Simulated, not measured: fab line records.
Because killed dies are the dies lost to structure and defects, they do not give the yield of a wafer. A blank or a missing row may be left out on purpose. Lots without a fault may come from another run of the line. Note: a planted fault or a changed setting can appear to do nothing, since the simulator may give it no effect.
Lot-split experiment :: flow n5Finfet :: route with 1938 steps; 7 lots, 21 wafers read

ABOUT THE SPLIT
At N5_BEOL_M12_COAT_04 (resist thk 400 nm), the setting spinRpm was moved away from the recipe's 1625 rpm on 9 of the 21 wafers read, by -10.5% to -2.8%. This setting was run at the recipe's value on the other wafers.

FROM THE SPLIT TO THE READING: what the file shows between them, 4 steps
- N5_BEOL_M12_EBR_06
- N5_BEOL_M12_SOFTBAKE_05: time 60 s
- N5_BEOL_M12_DESCUM_15: chemistry O2, time 7.9 s
- N5_BEOL_M12_ETCH_59: etches BARC in N2/H2, target depth 89 nm, overetch 26.7 nm, time 67.9 s

THE READING
coat_of_BEOL_M12_COAT_04.thkNm (the simulator's own value, which no gauge read), in nm, at N5_BEOL_M12_VIA_ETCH_16 (etches SiOC in C4F8/O2/Ar, target depth 724.8 nm). There is no usual value for it anywhere in the file. Across the 12 wafers here that went through the recipe, the average is 120.9 nm and the standard deviation 3.1 nm.

wafer: L076.1
tool, chamber at the split: lithoTrack-05, 0
spinRpm as run, rpm: 1625
against the recipe: recipe
coat_of_BEOL_M12_COAT_04.thkNm, nm: 122.6
against lot-mates on the recipe: -

wafer: L076.3
tool, chamber at the split: lithoTrack-05, 0
spinRpm as run, rpm: 1579
against the recipe: -2.8%
coat_of_BEOL_M12_COAT_04.thkNm, nm: 130.8
against lot-mates on the recipe: +7.7

wafer: L076.4
tool, chamber at the split: lithoTrack-05, 0
spinRpm as run, rpm: 1625
against the recipe: recipe
coat_of_BEOL_M12_COAT_04.thkNm, nm: 123.6
against lot-mates on the recipe: -

wafer: L075.1
tool, chamber at the split: lithoTrack-02, 0
spinRpm as run, rpm: 1549
against the recipe: -4.7%
coat_of_BEOL_M12_COAT_04.thkNm, nm: 133.4
against lot-mates on the recipe: +9.0

wafer: L075.3
tool, chamber at the split: lithoTrack-02, 0
spinRpm as run, rpm: 1625
against the recipe: recipe
coat_of_BEOL_M12_COAT_04.thkNm, nm: 124.4
against lot-mates on the recipe: -

wafer: L075.5
tool, chamber at the split: lithoTrack-02, 0
spinRpm as run, rpm: 1549
against the recipe: -4.7%
coat_of_BEOL_M12_COAT_04.thkNm, nm: 130.6
against lot-mates on the recipe: +6.2

wafer: L077.2
tool, chamber at the split: lithoTrack-05, 0
spinRpm as run, rpm: 1625
against the recipe: recipe
coat_of_BEOL_M12_COAT_04.thkNm, nm: 121.8
against lot-mates on the recipe: -

wafer: L077.3
tool, chamber at the split: lithoTrack-05, 0
spinRpm as run, rpm: 1557
against the recipe: -4.2%
coat_of_BEOL_M12_COAT_04.thkNm, nm: 128.4
against lot-mates on the recipe: +6.6

wafer: L077.6
tool, chamber at the split: lithoTrack-05, 0
spinRpm as run, rpm: 1557
against the recipe: -4.2%
coat_of_BEOL_M12_COAT_04.thkNm, nm: 127.2
against lot-mates on the recipe: +5.4

wafer: L079.4
tool, chamber at the split: lithoTrack-02, 0
spinRpm as run, rpm: 1625
against the recipe: recipe
coat_of_BEOL_M12_COAT_04.thkNm, nm: 117.2
against lot-mates on the recipe: -

wafer: L079.5
tool, chamber at the split: lithoTrack-02, 0
spinRpm as run, rpm: 1625
against the recipe: recipe
coat_of_BEOL_M12_COAT_04.thkNm, nm: 117.4
against lot-mates on the recipe: -

wafer: L079.6
tool, chamber at the split: lithoTrack-02, 0
spinRpm as run, rpm: 1625
against the recipe: recipe
coat_of_BEOL_M12_COAT_04.thkNm, nm: 120.8
against lot-mates on the recipe: -

wafer: L080.1
tool, chamber at the split: lithoTrack-02, 0
spinRpm as run, rpm: 1463
against the recipe: -10.0%
coat_of_BEOL_M12_COAT_04.thkNm, nm: 145.4
against lot-mates on the recipe: +21.6

wafer: L080.3
tool, chamber at the split: lithoTrack-02, 0
spinRpm as run, rpm: 1463
against the recipe: -10.0%
coat_of_BEOL_M12_COAT_04.thkNm, nm: 148.8
against lot-mates on the recipe: +25.0

wafer: L080.4
tool, chamber at the split: lithoTrack-02, 0
spinRpm as run, rpm: 1625
against the recipe: recipe
coat_of_BEOL_M12_COAT_04.thkNm, nm: 123.8
against lot-mates on the recipe: -

wafer: L082.4
tool, chamber at the split: lithoTrack-02, 0
spinRpm as run, rpm: 1455
against the recipe: -10.5%
coat_of_BEOL_M12_COAT_04.thkNm, nm: 147.4
against lot-mates on the recipe: +27.0

wafer: L082.5
tool, chamber at the split: lithoTrack-02, 0
spinRpm as run, rpm: 1455
against the recipe: -10.5%
coat_of_BEOL_M12_COAT_04.thkNm, nm: 146.8
against lot-mates on the recipe: +26.4

wafer: L082.6
tool, chamber at the split: lithoTrack-02, 0
spinRpm as run, rpm: 1625
against the recipe: recipe
coat_of_BEOL_M12_COAT_04.thkNm, nm: 120.4
against lot-mates on the recipe: -

wafer: L088.2
tool, chamber at the split: lithoTrack-02, 0
spinRpm as run, rpm: 1625
against the recipe: recipe
coat_of_BEOL_M12_COAT_04.thkNm, nm: 124
against lot-mates on the recipe: -

wafer: L088.4
tool, chamber at the split: lithoTrack-02, 0
spinRpm as run, rpm: 1625
against the recipe: recipe
coat_of_BEOL_M12_COAT_04.thkNm, nm: 120.4
against lot-mates on the recipe: -

wafer: L088.5
tool, chamber at the split: lithoTrack-02, 0
spinRpm as run, rpm: 1625
against the recipe: recipe
coat_of_BEOL_M12_COAT_04.thkNm, nm: 114.2
against lot-mates on the recipe: -

FIT RESULTS
A straight line over all 21 wafers: coat_of_BEOL_M12_COAT_04.thkNm changes by -2.52 nm for each +1% of spinRpm; r = -0.96; the points scatter about the line by 2.9 nm.
The same after taking each lot's own level away (the mean of its wafers on the recipe; 21 wafers): -2.38 nm for each +1%; r = -0.97; scatter 2.6 nm.
Per that fit: largest spinRpm move, reading shift of 25 nm.
Across the lots, their own levels run from 118.47 to 124.40 nm, a range of 1.9 times the standard deviation given above.
The two slopes agree, so the slope changes little with the lot-to-lot level.
Check: with one of the wafers moved furthest among these (-10.5%) left out of the fit, the line predicts +23.6 nm for it against its lot-mates. Against them it came out at +27 nm.

ADDITIONAL SPLITS CARRIED BY THESE WAFERS
Other splits were also applied to these wafers ahead of the reading. Each is held against what the fit with the lots' levels taken away leaves over:
other split on the same wafers: N5_BEOL_M11_COAT_22 spinRpm
wafers away from the commonest value: 4
r with coat_of_BEOL_M12_COAT_04.thkNm (lot level and that fit taken away): -0.15

THE WHOLE CHAIN: every reading that the file lists as answering this split, in the file's order
step: N5_BEOL_M12_COAT_04
what it does: resist thk 400 nm
reading: coat_of_BEOL_M12_COAT_04.thkNm (the simulator's own value, which no gauge read)
change (the file's fit): -2.14 nm for each +1% of the setting
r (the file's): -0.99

step: N5_BEOL_M12_ETCH_59
what it does: etches BARC in N2/H2, target depth 89 nm, overetch 26.7 nm, time 67.9 s
reading: coat_of_BEOL_M12_COAT_04.thkNm (the simulator's own value, which no gauge read)
change (the file's fit): -2.19 nm for each +1% of the setting
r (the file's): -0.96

step: N5_BEOL_M12_VIA_ETCH_16
what it does: etches SiOC in C4F8/O2/Ar, target depth 724.8 nm
reading: coat_of_BEOL_M12_COAT_04.thkNm (the simulator's own value, which no gauge read)
change (the file's fit): -2.32 nm for each +1% of the setting
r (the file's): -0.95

step: N5_BEOL_M12_STRIP_63
what it does: strips in N2/H2
reading: stripTimeToEndpointS
change (the file's fit): withheld for each +1% of the setting
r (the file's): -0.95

FILE'S OWN FIT
coat_of_BEOL_M12_COAT_04.thkNm changes by -2.32 nm for each +1% of spinRpm, r = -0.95.
